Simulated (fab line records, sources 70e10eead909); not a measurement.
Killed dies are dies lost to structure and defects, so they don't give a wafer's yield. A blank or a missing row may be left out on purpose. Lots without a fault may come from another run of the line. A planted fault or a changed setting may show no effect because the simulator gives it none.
Which tool did it? | flow nand_harc | 15 lots, 45 wafers sampled, at 1 step of a route of 1302

WHAT THE GAUGES READ, wafer by wafer
NHARC_A_BONDPAD_THK_MEAS_30: measures by ellipsometry. Usual: thk_nm 199.4 nm, standard deviation 1.8.
lot  | measured     | on            | thk_nm (nm)       | flag
L963 | day 23 04:49 | film_metro-02 | 201.4 199.8 200.2 |
L965 | day 23 20:31 | film_metro-01 | 202.5 197.2 200.1 |
L964 | day 24 01:37 | film_metro-01 | 199.6 200.3 196.8 |
L966 | day 24 02:11 | film_metro-02 | 202.1 202.5 200.1 |
L967 | day 24 04:22 | film_metro-01 | 202.8 198.1 197.5 |
L968 | day 25 07:58 | film_metro-01 | 200.4 202.2 202.0 |
L969 | day 26 04:41 | film_metro-01 | 197.1 196.9 198.1 |
L973 | day 27 11:55 | film_metro-02 | 197.5 198.7 197.8 |
L976 | day 28 04:37 | film_metro-01 | 199.2 199.4 199.1 |
L974 | day 28 07:47 | film_metro-02 | 202.6 202.3 199.0 |
L975 | day 28 13:37 | film_metro-02 | 200.0 196.9 196.6 |
L980 | day 29 12:59 | film_metro-02 | 195.7 200.0 197.2 |
L984 | day 31 07:08 | film_metro-01 | 199.4 199.4 198.0 |
L986 | day 31 14:29 | film_metro-02 | 197.0 200.8 195.4 |
L985 | day 31 20:41 | film_metro-01 | 198.6 199.7 199.7 |

WHICH TOOL RAN EACH LOT (tool, then ch and the chambers of the sampled wafers, then the start)
The record holds no process step before these readings.

WHAT THE TOOLS THEMSELVES READ (means of the sampled wafers that have a number; where no wafer has one, the mark that the record gives instead)
The record holds no such reading with a usual standard deviation.

THE ANSWER, worked out from the rows above alone
Rule: a lot is off if the mean of its wafers that have a number lies more than 3 standard deviations from the usual mean. A lot without any number at a reading at which 4 lots or more have one is off too. The other lots that the step has rows for count as sound. The gauges are gone through in route order, then the tools' own readings, and for those a lot's mean is taken as printed above. The first step at which some lot is off is used, and at that step the reading that is off furthest; a lot without a number counts as furthest.
No lot is off at any reading shown: from this, nothing can be told.

WHAT THE SIMULATOR HAD PUT IN
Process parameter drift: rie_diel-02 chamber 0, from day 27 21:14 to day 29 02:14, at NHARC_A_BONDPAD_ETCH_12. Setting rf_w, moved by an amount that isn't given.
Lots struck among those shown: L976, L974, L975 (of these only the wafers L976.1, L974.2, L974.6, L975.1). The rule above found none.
